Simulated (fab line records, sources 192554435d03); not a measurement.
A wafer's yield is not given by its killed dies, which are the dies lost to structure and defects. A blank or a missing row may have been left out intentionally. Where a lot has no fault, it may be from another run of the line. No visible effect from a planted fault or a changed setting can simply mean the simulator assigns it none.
Which tool is to blame? / flow n5_finfet / 9 lots with 27 wafers sampled at 5 steps, on a route of 1938 steps

WHAT THE GAUGES READ, wafer by wafer
N5_BEOL_M4_RC_MEAS_101. Usual: DIBL_N 35.8 mV/V, standard deviation 1.5; DIBL_P 35.8 mV/V, standard deviation 1.7; IOFF_N 0.151 nA/um, standard deviation 0.022; IOFF_P 0.204 nA/um, standard deviation 0.027; ION_N 673 uA/um, standard deviation 8.6; ION_P 462 uA/um, standard deviation 5.4; SS_N 71.4 mV/dec, standard deviation 0.54; SS_P 73.3 mV/dec, standard deviation 0.56; VT_N 250.5 mV, standard deviation 2.6; VT_P -251 mV, standard deviation 3.1.
lot=L122; measured=day 9 03:01; on=prober-01; DIBL_N (mV/V)=36.7 38.6 35.3; DIBL_P (mV/V)=36.4 38.9 34.2; IOFF_N (nA/um)=0.153 0.196 0.126; IOFF_P (nA/um)=0.202 0.240 0.182; ION_N (uA/um)=689 686 673; ION_P (uA/um)=467 472 462; SS_N (mV/dec)=71.5 71.4 70.3; SS_P (mV/dec)=73.5 74.0 72.3; VT_N (mV)=251.2 245.2 252.9; VT_P (mV)=-252 -247 -250; flag=
lot=L124; measured=day 9 04:58; on=prober-02; DIBL_N (mV/V)=35.3 35.8 37.2; DIBL_P (mV/V)=37.1 37.9 39.1; IOFF_N (nA/um)=0.145 0.164 0.180; IOFF_P (nA/um)=0.209 0.219 0.228; ION_N (uA/um)=673 684 675; ION_P (uA/um)=460 470 462; SS_N (mV/dec)=72.4 71.9 71.2; SS_P (mV/dec)=73.7 73.7 74.0; VT_N (mV)=251.0 247.8 246.9; VT_P (mV)=-248 -249 -250; flag=
lot=L127; measured=day 9 21:02; on=prober-01; DIBL_N (mV/V)=35.9 37.2 34.3; DIBL_P (mV/V)=35.1 35.1 32.0; IOFF_N (nA/um)=0.147 0.158 0.118; IOFF_P (nA/um)=0.208 0.207 0.164; ION_N (uA/um)=672 672 659; ION_P (uA/um)=461 460 457; SS_N (mV/dec)=71.2 72.3 71.1; SS_P (mV/dec)=73.5 73.6 72.1; VT_N (mV)=249.1 249.3 252.1; VT_P (mV)=-250 -251 -254; flag=
lot=L130; measured=day 10 15:25; on=prober-01; DIBL_N (mV/V)=36.2 35.1 36.1; DIBL_P (mV/V)=36.6 35.4 35.4; IOFF_N (nA/um)=0.162 0.136 0.149; IOFF_P (nA/um)=0.206 0.191 0.187; ION_N (uA/um)=677 669 672; ION_P (uA/um)=460 462 457; SS_N (mV/dec)=72.1 72.1 71.4; SS_P (mV/dec)=73.0 72.4 73.0; VT_N (mV)=248.5 253.7 251.0; VT_P (mV)=-249 -251 -253; flag=
lot=L135; measured=day 11 22:26; on=prober-02; DIBL_N (mV/V)=36.1 38.3 36.5; DIBL_P (mV/V)=36.3 38.2 37.3; IOFF_N (nA/um)=0.154 0.175 0.153; IOFF_P (nA/um)=0.225 0.267 0.239; ION_N (uA/um)=681 670 673; ION_P (uA/um)=468 467 469; SS_N (mV/dec)=71.6 72.2 70.9; SS_P (mV/dec)=73.2 74.2 72.9; VT_N (mV)=248.3 247.9 251.3; VT_P (mV)=-248 -244 -248; flag=
lot=L137; measured=day 12 04:54; on=prober-02; DIBL_N (mV/V)=35.3 35.0 35.6; DIBL_P (mV/V)=35.3 34.6 35.6; IOFF_N (nA/um)=0.163 0.152 0.161; IOFF_P (nA/um)=0.191 0.175 0.190; ION_N (uA/um)=676 676 665; ION_P (uA/um)=464 460 454; SS_N (mV/dec)=70.1 71.7 72.0; SS_P (mV/dec)=73.3 72.3 72.9; VT_N (mV)=248.6 249.7 249.3; VT_P (mV)=-249 -254 -252; flag=
lot=L140; measured=day 13 05:35; on=prober-01; DIBL_N (mV/V)=35.5 34.6 34.8; DIBL_P (mV/V)=35.9 34.2 34.8; IOFF_N (nA/um)=0.154 0.140 0.146; IOFF_P (nA/um)=0.236 0.209 0.215; ION_N (uA/um)=683 671 678; ION_P (uA/um)=470 460 466; SS_N (mV/dec)=71.2 71.5 71.4; SS_P (mV/dec)=73.3 73.4 73.5; VT_N (mV)=249.0 249.2 249.4; VT_P (mV)=-248 -248 -249; flag=
lot=L142; measured=day 13 09:00; on=prober-01; DIBL_N (mV/V)=35.9 35.7 35.5; DIBL_P (mV/V)=36.2 37.0 36.0; IOFF_N (nA/um)=0.163 0.162 0.160; IOFF_P (nA/um)=0.224 0.232 0.228; ION_N (uA/um)=680 677 685; ION_P (uA/um)=471 472 468; SS_N (mV/dec)=71.2 71.3 70.9; SS_P (mV/dec)=73.9 74.4 73.7; VT_N (mV)=248.4 247.8 250.4; VT_P (mV)=-248 -249 -251; flag=
lot=L143; measured=day 13 16:02; on=prober-02; DIBL_N (mV/V)=35.6 36.6 36.2; DIBL_P (mV/V)=34.9 36.5 35.5; IOFF_N (nA/um)=0.128 0.145 0.137; IOFF_P (nA/um)=0.158 0.184 0.164; ION_N (uA/um)=664 664 670; ION_P (uA/um)=450 461 460; SS_N (mV/dec)=71.2 71.8 70.7; SS_P (mV/dec)=72.5 72.6 73.4; VT_N (mV)=251.8 250.5 250.4; VT_P (mV)=-256 -252 -254; flag=

EACH LOT AND THE TOOL THAT RAN IT (in order: tool; ch and the chambers of the sampled wafers; start)
lot=L122; N5_BEOL_M1_HM_OPEN_17=rie_metal-03 ch 0,1, day 6 17:50; N5_BEOL_M1_ALD_98=ald_sin-01 ch 0,1,3, day 6 18:37; N5_BEOL_M1_TRENCH_ETCH_37=rie_diel-03 ch 0,2,3, day 6 21:27; N5_BEOL_M1_STRIP_97=rie_diel-03 ch 0,2,3, day 9 03:01 or earlier
lot=L124; N5_BEOL_M1_HM_OPEN_17=rie_metal-01 ch 0,1, day 7 01:34; N5_BEOL_M1_ALD_98=ald_sin-04 ch 0,1,3, day 7 02:49; N5_BEOL_M1_TRENCH_ETCH_37=rie_diel-01 ch 0,1,2, day 7 03:28; N5_BEOL_M1_STRIP_97=rie_diel-01 ch 0,1,2, day 9 04:58 or earlier
lot=L127; N5_BEOL_M1_HM_OPEN_17=rie_metal-01 ch 0, day 7 23:25; N5_BEOL_M1_ALD_98=ald_sin-03 ch 1,2, day 8 00:16; N5_BEOL_M1_TRENCH_ETCH_37=rie_diel-03 ch 0,1,3, day 8 00:46; N5_BEOL_M1_STRIP_97=rie_diel-03 ch 0,1,3, day 9 21:02 or earlier
lot=L130; N5_BEOL_M1_HM_OPEN_17=rie_metal-01 ch 1, day 8 12:01; N5_BEOL_M1_ALD_98=ald_sin-03 ch 1,2, day 8 13:47; N5_BEOL_M1_TRENCH_ETCH_37=rie_diel-03 ch 2,3, day 8 16:02; N5_BEOL_M1_STRIP_97=rie_diel-03 ch 2,3, day 10 15:25 or earlier
lot=L135; N5_BEOL_M1_HM_OPEN_17=rie_metal-03 ch 0,1, day 9 20:42; N5_BEOL_M1_ALD_98=ald_sin-03 ch 1,2,3, day 9 21:26; N5_BEOL_M1_TRENCH_ETCH_37=rie_diel-03 ch 2,3, day 10 01:43; N5_BEOL_M1_STRIP_97=rie_diel-03 ch 2,3, day 11 22:26 or earlier
lot=L137; N5_BEOL_M1_HM_OPEN_17=rie_metal-02 ch 0,1, day 10 02:50; N5_BEOL_M1_ALD_98=ald_sin-01 ch 0,2,3, day 10 03:41; N5_BEOL_M1_TRENCH_ETCH_37=rie_diel-03 ch 0,1,3, day 10 11:19; N5_BEOL_M1_STRIP_97=rie_diel-03 ch 0,1,3, day 12 04:54 or earlier
lot=L140; N5_BEOL_M1_HM_OPEN_17=rie_metal-02 ch 0,1, day 10 19:25; N5_BEOL_M1_ALD_98=ald_sin-04 ch 1,2,3, day 10 20:23; N5_BEOL_M1_TRENCH_ETCH_37=rie_diel-01 ch 0,1, day 10 21:49; N5_BEOL_M1_STRIP_97=rie_diel-01 ch 0,1, day 13 05:35 or earlier
lot=L142; N5_BEOL_M1_HM_OPEN_17=rie_metal-02 ch 0,1, day 11 09:38; N5_BEOL_M1_ALD_98=ald_sin-01 ch 0,2,3, day 11 10:31; N5_BEOL_M1_TRENCH_ETCH_37=rie_diel-01 ch 1,2,3, day 11 11:47; N5_BEOL_M1_STRIP_97=rie_diel-01 ch 1,2,3, day 13 09:00 or earlier
lot=L143; N5_BEOL_M1_HM_OPEN_17=rie_metal-03 ch 0,1, day 11 15:56; N5_BEOL_M1_ALD_98=ald_sin-01 ch 1,2,3, day 11 16:49; N5_BEOL_M1_TRENCH_ETCH_37=rie_diel-02 ch 0,1,3, day 11 18:00; N5_BEOL_M1_STRIP_97=rie_diel-02 ch 2,3, day 13 16:02 or earlier
- N5_BEOL_M1_HM_OPEN_17: chemistry Cl2/BCl3, target TiN, target depth 20 nm, overetch 6 nm.
- N5_BEOL_M1_ALD_98: deposits SiO2, target thk 2.5 nm, pulse time 1 s, co reactant pulse time 1 s.
- N5_BEOL_M1_TRENCH_ETCH_37: etches SiOC in C4F6/O2, target depth 55.207 nm, time 29 s.
- N5_BEOL_M1_STRIP_97: strips in N2/H2, time 10 s.

AS READ BY THE TOOLS THEMSELVES (means over the sampled wafers that have a number; for cases with no such wafer, the mark the record gives instead)
N5_BEOL_M1_HM_OPEN_17. Usual: drypump_motor_current_A 5.7 A, standard deviation 0.54; mfc_ar_sccm 25.01 sccm, standard deviation 0.085; oes_product_au 0.71 a.u., standard deviation 0.042; throttle_valve_pct 22.12 %, standard deviation 0.14.
lot=L122; tool=rie_metal-03; drypump_motor_current_A (A)=5.8; mfc_ar_sccm (sccm)=25.05; oes_product_au (a.u.)=0.78; throttle_valve_pct (%)=21.98; flag=
lot=L124; tool=rie_metal-01; drypump_motor_current_A (A)=6.2; mfc_ar_sccm (sccm)=24.98; oes_product_au (a.u.)=0.72; throttle_valve_pct (%)=22.20; flag=
lot=L127; tool=rie_metal-01; drypump_motor_current_A (A)=6.3; mfc_ar_sccm (sccm)=25.05; oes_product_au (a.u.)=0.75; throttle_valve_pct (%)=22.22; flag=
lot=L130; tool=rie_metal-01; drypump_motor_current_A (A)=5.6; mfc_ar_sccm (sccm)=25.12; oes_product_au (a.u.)=0.65; throttle_valve_pct (%)=22.14; flag=
lot=L135; tool=rie_metal-03; drypump_motor_current_A (A)=6.0; mfc_ar_sccm (sccm)=24.96; oes_product_au (a.u.)=0.72; throttle_valve_pct (%)=21.98; flag=
lot=L137; tool=rie_metal-02; drypump_motor_current_A (A)=4.9; mfc_ar_sccm (sccm)=24.96; oes_product_au (a.u.)=0.67; throttle_valve_pct (%)=22.16; flag=
lot=L140; tool=rie_metal-02; drypump_motor_current_A (A)=5.1; mfc_ar_sccm (sccm)=25.12; oes_product_au (a.u.)=0.68; throttle_valve_pct (%)=22.28; flag=
lot=L142; tool=rie_metal-02; drypump_motor_current_A (A)=5.0; mfc_ar_sccm (sccm)=25.03; oes_product_au (a.u.)=0.67; throttle_valve_pct (%)=22.17; flag=
lot=L143; tool=rie_metal-03; drypump_motor_current_A (A)=6.0; mfc_ar_sccm (sccm)=25.01; oes_product_au (a.u.)=0.71; throttle_valve_pct (%)=22.00; flag=

N5_BEOL_M1_ALD_98. Usual: heater_power_w 79 W, standard deviation 10; precursor_pulse_height_rel 1.001, standard deviation 0.018.
lot=L122; tool=ald_sin-01; heater_power_w (W)=78; precursor_pulse_height_rel=0.994; flag=
lot=L124; tool=ald_sin-04; heater_power_w (W)=84; precursor_pulse_height_rel=0.991; flag=
lot=L127; tool=ald_sin-03; heater_power_w (W)=85; precursor_pulse_height_rel=1.009; flag=
lot=L130; tool=ald_sin-03; heater_power_w (W)=80; precursor_pulse_height_rel=0.986; flag=
lot=L135; tool=ald_sin-03; heater_power_w (W)=76; precursor_pulse_height_rel=1.009; flag=
lot=L137; tool=ald_sin-01; heater_power_w (W)=76; precursor_pulse_height_rel=1.013; flag=
lot=L140; tool=ald_sin-04; heater_power_w (W)=85; precursor_pulse_height_rel=1.000; flag=
lot=L142; tool=ald_sin-01; heater_power_w (W)=76; precursor_pulse_height_rel=1.005; flag=
lot=L143; tool=ald_sin-01; heater_power_w (W)=76; precursor_pulse_height_rel=0.997; flag=

N5_BEOL_M1_TRENCH_ETCH_37. Usual: for bias_w, 185.1 W with a standard deviation of 0.54; for drypump_motor_current_A, 6.0 A with a standard deviation of 0.34; for mfc_ar_sccm, 299.9 sccm with a standard deviation of 0.95; for oes_product_au, 0.78 a.u. with a standard deviation of 0.069; for rf_vpp_V, 667 V with a standard deviation of 7.4; for showerhead_plenum_p_Torr, 2.82 Torr with a standard deviation of 0.11; for throttle_valve_pct, 20.90 % with a standard deviation of 0.25.
lot=L122; tool=rie_diel-03; bias_w (W)=185.1; drypump_motor_current_A (A)=5.8; mfc_ar_sccm (sccm)=300.4; oes_product_au (a.u.)=0.80; rf_vpp_V (V)=674; showerhead_plenum_p_Torr (Torr)=2.91; throttle_valve_pct (%)=20.85; flag=
lot=L124; tool=rie_diel-01; bias_w (W)=185.1; drypump_motor_current_A (A)=5.9; mfc_ar_sccm (sccm)=300.3; oes_product_au (a.u.)=0.79; rf_vpp_V (V)=664; showerhead_plenum_p_Torr (Torr)=2.85; throttle_valve_pct (%)=21.04; flag=
lot=L127; tool=rie_diel-03; bias_w (W)=185.5; drypump_motor_current_A (A)=5.9; mfc_ar_sccm (sccm)=300.4; oes_product_au (a.u.)=0.81; rf_vpp_V (V)=670; showerhead_plenum_p_Torr (Torr)=2.84; throttle_valve_pct (%)=20.70; flag=
lot=L130; tool=rie_diel-03; bias_w (W)=185.3; drypump_motor_current_A (A)=5.7; mfc_ar_sccm (sccm)=299.9; oes_product_au (a.u.)=0.79; rf_vpp_V (V)=676; showerhead_plenum_p_Torr (Torr)=2.95; throttle_valve_pct (%)=20.65; flag=
lot=L135; tool=rie_diel-03; bias_w (W)=164.2; drypump_motor_current_A (A)=5.7; mfc_ar_sccm (sccm)=299.9; oes_product_au (a.u.)=0.76; rf_vpp_V (V)=616; showerhead_plenum_p_Torr (Torr)=2.94; throttle_valve_pct (%)=20.67; flag=OFF
lot=L137; tool=rie_diel-03; bias_w (W)=174.5; drypump_motor_current_A (A)=5.9; mfc_ar_sccm (sccm)=300.1; oes_product_au (a.u.)=0.79; rf_vpp_V (V)=640; showerhead_plenum_p_Torr (Torr)=2.83; throttle_valve_pct (%)=20.72; flag=OFF
lot=L140; tool=rie_diel-01; bias_w (W)=185.2; drypump_motor_current_A (A)=6.2; mfc_ar_sccm (sccm)=298.8; oes_product_au (a.u.)=0.83; rf_vpp_V (V)=659; showerhead_plenum_p_Torr (Torr)=2.79; throttle_valve_pct (%)=20.98; flag=
lot=L142; tool=rie_diel-01; bias_w (W)=185.4; drypump_motor_current_A (A)=5.9; mfc_ar_sccm (sccm)=300.6; oes_product_au (a.u.)=0.84; rf_vpp_V (V)=664; showerhead_plenum_p_Torr (Torr)=2.83; throttle_valve_pct (%)=20.98; flag=
lot=L143; tool=rie_diel-02; bias_w (W)=185.0; drypump_motor_current_A (A)=5.9; mfc_ar_sccm (sccm)=299.2; oes_product_au (a.u.)=0.74; rf_vpp_V (V)=666; showerhead_plenum_p_Torr (Torr)=2.81; throttle_valve_pct (%)=20.94; flag=

N5_BEOL_M1_STRIP_97. Usual: drypump_motor_current_A 6.0 A, standard deviation 0.34; h2_flow_sccm 200.0 sccm, standard deviation 0.6; oes_product_au 0.78 a.u., standard deviation 0.067; rf_vpp_V 59.1 V, standard deviation 0.9; showerhead_plenum_p_Torr 2.51 Torr, standard deviation 0.1; throttle_valve_pct 23.71 %, standard deviation 0.29.
lot=L122; tool=rie_diel-03; drypump_motor_current_A (A)=5.8; h2_flow_sccm (sccm)=200.4; oes_product_au (a.u.)=0.81; rf_vpp_V (V)=59.0; showerhead_plenum_p_Torr (Torr)=2.60; throttle_valve_pct (%)=23.72; flag=
lot=L124; tool=rie_diel-01; drypump_motor_current_A (A)=5.9; h2_flow_sccm (sccm)=200.4; oes_product_au (a.u.)=0.79; rf_vpp_V (V)=59.9; showerhead_plenum_p_Torr (Torr)=2.55; throttle_valve_pct (%)=23.91; flag=
lot=L127; tool=rie_diel-03; drypump_motor_current_A (A)=5.9; h2_flow_sccm (sccm)=200.0; oes_product_au (a.u.)=0.82; rf_vpp_V (V)=58.4; showerhead_plenum_p_Torr (Torr)=2.54; throttle_valve_pct (%)=23.60; flag=
lot=L130; tool=rie_diel-03; drypump_motor_current_A (A)=5.7; h2_flow_sccm (sccm)=199.4; oes_product_au (a.u.)=0.79; rf_vpp_V (V)=59.5; showerhead_plenum_p_Torr (Torr)=2.63; throttle_valve_pct (%)=23.42; flag=
lot=L135; tool=rie_diel-03; drypump_motor_current_A (A)=5.7; h2_flow_sccm (sccm)=200.3; oes_product_au (a.u.)=0.78; rf_vpp_V (V)=60.5; showerhead_plenum_p_Torr (Torr)=2.63; throttle_valve_pct (%)=23.43; flag=
lot=L137; tool=rie_diel-03; drypump_motor_current_A (A)=5.9; h2_flow_sccm (sccm)=200.1; oes_product_au (a.u.)=0.80; rf_vpp_V (V)=59.9; showerhead_plenum_p_Torr (Torr)=2.53; throttle_valve_pct (%)=23.63; flag=
lot=L140; tool=rie_diel-01; drypump_motor_current_A (A)=6.2; h2_flow_sccm (sccm)=199.7; oes_product_au (a.u.)=0.83; rf_vpp_V (V)=59.6; showerhead_plenum_p_Torr (Torr)=2.49; throttle_valve_pct (%)=23.67; flag=
lot=L142; tool=rie_diel-01; drypump_motor_current_A (A)=6.0; h2_flow_sccm (sccm)=200.4; oes_product_au (a.u.)=0.83; rf_vpp_V (V)=59.0; showerhead_plenum_p_Torr (Torr)=2.52; throttle_valve_pct (%)=23.78; flag=
lot=L143; tool=rie_diel-02; drypump_motor_current_A (A)=5.8; h2_flow_sccm (sccm)=199.6; oes_product_au (a.u.)=0.76; rf_vpp_V (V)=59.2; showerhead_plenum_p_Torr (Torr)=2.44; throttle_valve_pct (%)=23.70; flag=

THE ANSWER, worked out from the rows above alone
Rule: lot off if the mean of its wafers having a number is beyond 3 standard deviations from the usual mean. Also off: a lot with no number at a reading for which 4 or more lots have one. Any other lot the step has rows for is counted as sound. Order of review: gauges by route order, followed by the tools' own readings, for which a lot's mean as printed above is used. The first step at which some lot is off is used, and at that step the reading that is off furthest; a lot without a number counts as furthest.
Off at N5_BEOL_M1_TRENCH_ETCH_37 (bias_w): L135, L137.
A tool fits if, at that step or a process step before it, it ran every lot that is off, and no sound lot after the first of them. One fits: N5_BEOL_M1_TRENCH_ETCH_37 on rie_diel-03. Its last sound lot is L130 (day 8 16:02), its first lot that is off L135 (day 10 01:43): a fault that began between those two fits.
The tool's own readings at N5_BEOL_M1_TRENCH_ETCH_37 bear it out: on the lots that are off they differ by more than 5 times the standard deviation of the sound lots' means. bias_w reads 169.3 W there against 185.2 W on the sound lots; rf_vpp_V reads 628 V there against 668 V on the sound lots.

WHAT WAS PUT IN BY THE SIMULATOR
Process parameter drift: rie_diel-03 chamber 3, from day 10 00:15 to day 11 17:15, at N5_BEOL_M1_TRENCH_ETCH_37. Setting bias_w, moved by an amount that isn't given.
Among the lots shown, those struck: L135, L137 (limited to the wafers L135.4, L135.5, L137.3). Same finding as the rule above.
